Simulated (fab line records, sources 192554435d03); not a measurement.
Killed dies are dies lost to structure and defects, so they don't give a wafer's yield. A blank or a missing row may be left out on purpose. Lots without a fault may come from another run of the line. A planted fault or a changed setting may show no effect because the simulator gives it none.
Which tool did it? | flow n5_finfet | 24 lots, 72 wafers sampled, at 4 steps of a route of 1938

WHAT THE GAUGES READ, wafer by wafer
N5_FIN_SAQP_OCD_MEAS_76.
lot  | measured    | on     | trench_depth_nm (nm)
L074 | day 2 03:22 | ocd-02 | 117.6 118.0 119.0
L075 | day 2 10:46 | ocd-01 | 121.3 122.1 120.4
L076 | day 2 15:24 | ocd-01 | 120.4 119.7 119.4
L077 | day 2 20:11 | ocd-02 | 121.0 121.0 121.0
L078 | day 3 02:49 | ocd-01 | 119.9 119.8 119.6
L079 | day 3 08:23 | ocd-01 | 121.7 118.8 121.3
L080 | day 3 13:46 | ocd-02 | 117.9 119.7 117.2
L081 | day 3 21:25 | ocd-01 | 116.8 118.0 118.6
L082 | day 4 02:52 | ocd-01 | 119.1 120.9 122.0
L083 | day 4 10:14 | ocd-02 | 120.1 120.1 118.5
L084 | day 4 14:05 | ocd-02 | 120.4 119.5 118.4
L085 | day 4 20:35 | ocd-01 | 122.8 122.2 119.6
L086 | day 5 06:55 | ocd-01 | 119.3 120.7 119.6
L087 | day 5 09:14 | ocd-02 | 118.3 119.2 118.4
L088 | day 5 13:52 | ocd-02 | 119.6 119.8 119.2
L089 | day 5 20:21 | ocd-01 | 120.5 120.2 119.9
L090 | day 6 02:20 | ocd-02 | 120.1 118.8 120.7
L091 | day 6 08:02 | ocd-01 | 121.1 118.7 122.8
L092 | day 6 14:43 | ocd-01 | 118.4 120.2 118.8
L093 | day 6 22:20 | ocd-02 | 120.6 117.6 119.2
L094 | day 7 03:54 | ocd-01 | 120.4 119.9 118.1
L095 | day 7 11:27 | ocd-02 | 120.5 120.1 119.5
L096 | day 7 14:11 | ocd-01 | 123.1 120.9 121.1
L097 | day 7 21:07 | ocd-01 | 120.3 121.0 118.1

WHICH TOOL RAN EACH LOT (tool, then ch and the chambers of the sampled wafers, then the start)
lot  | N5_FIN_SAQP_DENSIFY_62          | N5_FIN_SAQP_HM_DEP_03          | N5_FIN_SAQP_PECVD_06
L074 | rtp_anneal-01 ch 0, day 1 21:59 | pecvd-03 ch 1,2, day 1 22:10   | pecvd-02 ch 0,2, day 1 22:26
L075 | rtp_anneal-02 ch 0, day 2 05:05 | pecvd-01 ch 0,1,2, day 2 05:17 | pecvd-02 ch 0,2, day 2 05:31
L076 | rtp_anneal-02 ch 0, day 2 09:34 | pecvd-01 ch 1,2, day 2 09:46   | pecvd-02 ch 1,2, day 2 10:01
L077 | rtp_anneal-01 ch 0, day 2 14:10 | pecvd-02 ch 0,1, day 2 14:23   | pecvd-03 ch 0,1,2, day 2 14:37
L078 | rtp_anneal-02 ch 0, day 2 20:21 | pecvd-02 ch 0, day 2 20:34     | pecvd-01 ch 1,2, day 2 20:48
L079 | rtp_anneal-02 ch 0, day 3 02:16 | pecvd-02 ch 1, day 3 02:29     | pecvd-01 ch 0,2, day 3 02:49
L080 | rtp_anneal-01 ch 0, day 3 08:38 | pecvd-02 ch 0,1, day 3 08:49   | pecvd-01 ch 0,2, day 3 09:06
L081 | rtp_anneal-02 ch 0, day 3 14:43 | pecvd-03 ch 0,1,2, day 3 14:56 | pecvd-01 ch 2, day 3 15:10
L082 | rtp_anneal-01 ch 0, day 3 20:13 | pecvd-03 ch 0,1,2, day 3 20:26 | pecvd-02 ch 0,1, day 3 20:39
L083 | rtp_anneal-02 ch 0, day 4 03:42 | pecvd-02 ch 0,2, day 4 03:55   | pecvd-03 ch 0,1, day 4 04:09
L084 | rtp_anneal-01 ch 0, day 4 08:26 | pecvd-02 ch 1,2, day 4 08:38   | pecvd-03 ch 0,2, day 4 08:53
L085 | rtp_anneal-01 ch 0, day 4 14:27 | pecvd-01 ch 0,2, day 4 14:38   | pecvd-03 ch 0,2, day 4 14:55
L086 | rtp_anneal-02 ch 0, day 4 20:46 | pecvd-03 ch 0,2, day 4 20:59   | pecvd-01 ch 0,1,2, day 4 21:13
L087 | rtp_anneal-01 ch 0, day 5 02:39 | pecvd-02 ch 0,1,2, day 5 02:50 | pecvd-03 ch 0,1, day 5 03:03
L088 | rtp_anneal-01 ch 0, day 5 08:29 | pecvd-01 ch 0,1,2, day 5 08:41 | pecvd-02 ch 0,1, day 5 08:53
L089 | rtp_anneal-01 ch 0, day 5 14:37 | pecvd-03 ch 0,1, day 5 14:47   | pecvd-01 ch 1,2, day 5 15:01
L090 | rtp_anneal-01 ch 0, day 5 20:43 | pecvd-03 ch 0,1,2, day 5 20:56 | pecvd-03 ch 0,1,2, day 5 21:08
L091 | rtp_anneal-01 ch 0, day 6 02:15 | pecvd-03 ch 1,2, day 6 02:28   | pecvd-01 ch 0,1, day 6 02:40
L092 | rtp_anneal-02 ch 0, day 6 08:52 | pecvd-02 ch 1,2, day 6 09:05   | pecvd-03 ch 1,2, day 6 09:17
L093 | rtp_anneal-01 ch 0, day 6 14:46 | pecvd-02 ch 0, day 6 14:59     | pecvd-01 ch 0,1, day 6 15:13
L094 | rtp_anneal-01 ch 0, day 6 21:59 | pecvd-02 ch 0,2, day 6 22:13   | pecvd-03 ch 0,2, day 6 22:26
L095 | rtp_anneal-02 ch 0, day 7 04:52 | pecvd-03 ch 0,2, day 7 05:05   | pecvd-01 ch 0,2, day 7 05:19
L096 | rtp_anneal-02 ch 0, day 7 08:50 | pecvd-03 ch 0,2, day 7 09:04   | pecvd-03 ch 0,2, day 7 09:20
L097 | rtp_anneal-01 ch 0, day 7 15:32 | pecvd-02 ch 0,2, day 7 15:41   | pecvd-03 ch 0,1,2, day 7 15:55
- N5_FIN_SAQP_DENSIFY_62: time 60 s.
- N5_FIN_SAQP_HM_DEP_03: deposits SiNx from SiH4/NH3/N2, target thk 38 nm, time 33.6 s.
- N5_FIN_SAQP_PECVD_06: deposits a-Si from SiH4/He, target thk 60 nm, time 48.1 s.

WHAT THE TOOLS THEMSELVES READ (means of the sampled wafers that have a number; where no wafer has one, the mark that the record gives instead)
N5_FIN_SAQP_DENSIFY_62.
lot  | tool          | lamp_power_pct (%) | lamp_zone_3_pct (%) | lamp_zone_5_pct (%) | wafer_temp_C_max
L074 | rtp_anneal-01 | 9.82               | 9.836               | 9.850               | 703.9
L075 | rtp_anneal-02 | 9.88               | 9.841               | 9.850               | 703.3
L076 | rtp_anneal-02 | 9.85               | 9.849               | 9.844               | 702.8
L077 | rtp_anneal-01 | 9.92               | 9.848               | 9.843               | 703.1
L078 | rtp_anneal-02 | 9.82               | 9.860               | 9.850               | 703.5
L079 | rtp_anneal-02 | 9.86               | 9.843               | 9.845               | 703.3
L080 | rtp_anneal-01 | 9.86               | 9.839               | 9.855               | 703.0
L081 | rtp_anneal-02 | 9.84               | 9.837               | 9.841               | 703.1
L082 | rtp_anneal-01 | 9.89               | 9.840               | 9.845               | 703.4
L083 | rtp_anneal-02 | 9.90               | 9.850               | 9.839               | 703.4
L084 | rtp_anneal-01 | 9.80               | 9.846               | 9.850               | 703.1
L085 | rtp_anneal-01 | 9.78               | 9.847               | 9.841               | 703.2
L086 | rtp_anneal-02 | 9.91               | 9.835               | 9.844               | 703.3
L087 | rtp_anneal-01 | 9.86               | 9.855               | 9.849               | 703.0
L088 | rtp_anneal-01 | 9.86               | 9.836               | 9.844               | 702.8
L089 | rtp_anneal-01 | 9.86               | 9.845               | 9.842               | 702.8
L090 | rtp_anneal-01 | 9.82               | 9.840               | 9.844               | 703.4
L091 | rtp_anneal-01 | 9.87               | 9.858               | 9.839               | 704.0
L092 | rtp_anneal-02 | 9.87               | 9.850               | 9.839               | 703.0
L093 | rtp_anneal-01 | 9.84               | 9.845               | 9.834               | 702.7
L094 | rtp_anneal-01 | 9.85               | 9.850               | 9.848               | 703.4
L095 | rtp_anneal-02 | 9.86               | 9.831               | 9.839               | 703.4
L096 | rtp_anneal-02 | 9.84               | 9.845               | 9.845               | 703.4
L097 | rtp_anneal-01 | 9.84               | 9.837               | 9.848               | 703.0

N5_FIN_SAQP_HM_DEP_03.
lot  | tool     | heater_power_w (W) | showerhead_plenum_p_Torr (Torr) | throttle_valve_pct (%)
L074 | pecvd-03 | 836                | 5.05                            | 41.0
L075 | pecvd-01 | 807                | 5.05                            | 40.0
L076 | pecvd-01 | 757                | 5.02                            | 38.9
L077 | pecvd-02 | 663                | 5.25                            | 38.7
L078 | pecvd-02 | 572                | 5.30                            | 38.7
L079 | pecvd-02 | 758                | 5.14                            | 39.5
L080 | pecvd-02 | 672                | 5.20                            | 39.2
L081 | pecvd-03 | 782                | 5.10                            | 40.8
L082 | pecvd-03 | 826                | 5.08                            | 40.7
L083 | pecvd-02 | 666                | 5.22                            | 37.9
L084 | pecvd-02 | 649                | 5.12                            | 38.6
L085 | pecvd-01 | 884                | 5.08                            | 40.0
L086 | pecvd-03 | 838                | 5.10                            | 40.6
L087 | pecvd-02 | 680                | 5.17                            | 38.3
L088 | pecvd-01 | 790                | 5.04                            | 40.0
L089 | pecvd-03 | 837                | 5.08                            | 40.9
L090 | pecvd-03 | 829                | 5.08                            | 41.0
L091 | pecvd-03 | 830                | 5.07                            | 40.9
L092 | pecvd-02 | 738                | 5.10                            | 37.7
L093 | pecvd-02 | 659                | 5.30                            | 38.8
L094 | pecvd-02 | 634                | 5.23                            | 38.2
L095 | pecvd-03 | 775                | 5.10                            | 40.8
L096 | pecvd-03 | 827                | 5.10                            | 40.6
L097 | pecvd-02 | 684                | 5.23                            | 38.2

N5_FIN_SAQP_PECVD_06.
lot  | tool     | heater_power_w (W) | showerhead_plenum_p_Torr (Torr) | throttle_valve_pct (%)
L074 | pecvd-02 | 688                | 5.73                            | 18.6
L075 | pecvd-02 | 730                | 5.68                            | 19.7
L076 | pecvd-02 | 831                | 5.64                            | 19.7
L077 | pecvd-03 | 877                | 5.63                            | 18.7
L078 | pecvd-01 | 932                | 5.59                            | 17.7
L079 | pecvd-01 | 923                | 5.61                            | 18.2
L080 | pecvd-01 | 916                | 5.62                            | 18.2
L081 | pecvd-01 | 913                | 5.61                            | 17.6
L082 | pecvd-02 | 686                | 5.71                            | 17.9
L083 | pecvd-03 | 951                | 5.63                            | 18.6
L084 | pecvd-03 | 822                | 5.67                            | 18.4
L085 | pecvd-03 | 884                | 5.64                            | 18.4
L086 | pecvd-01 | 830                | 5.61                            | 18.2
L087 | pecvd-03 | 896                | 5.63                            | 18.7
L088 | pecvd-02 | 710                | 5.76                            | 17.6
L089 | pecvd-01 | 809                | 5.58                            | 17.9
L090 | pecvd-03 | 910                | 5.63                            | 18.5
L091 | pecvd-01 | 773                | 5.59                            | 18.4
L092 | pecvd-03 | 917                | 5.60                            | 18.8
L093 | pecvd-01 | 822                | 5.61                            | 18.8
L094 | pecvd-03 | 931                | 5.66                            | 18.2
L095 | pecvd-01 | 838                | 5.64                            | 18.6
L096 | pecvd-03 | 881                | 5.66                            | 18.5
L097 | pecvd-03 | 908                | 5.62                            | 18.5

THE ANSWER, worked out from the rows above alone
Rule: what is usual is taken from the lots themselves. Put in order of their means at a reading, lots are off if they are a third of the lots or fewer, leave a main group of 4 or more, and stand apart from it by a gap of 3 or more times the standard deviation of the main group's means; of several such gaps the widest counts. A main group whose means are all the same, to the digits that the tables above print for the reading, isn't used. A lot without any number at a reading at which 4 lots or more have one is off too. The other lots that the step has rows for count as sound. The gauges are gone through in route order, then the tools' own readings, and for those a lot's mean is taken as printed above. The first step at which some lot is off is used, and at that step the reading that is off furthest; a lot without a number counts as furthest.
No lot is off at any reading shown: from this, nothing can be told.

WHAT THE SIMULATOR HAD PUT IN
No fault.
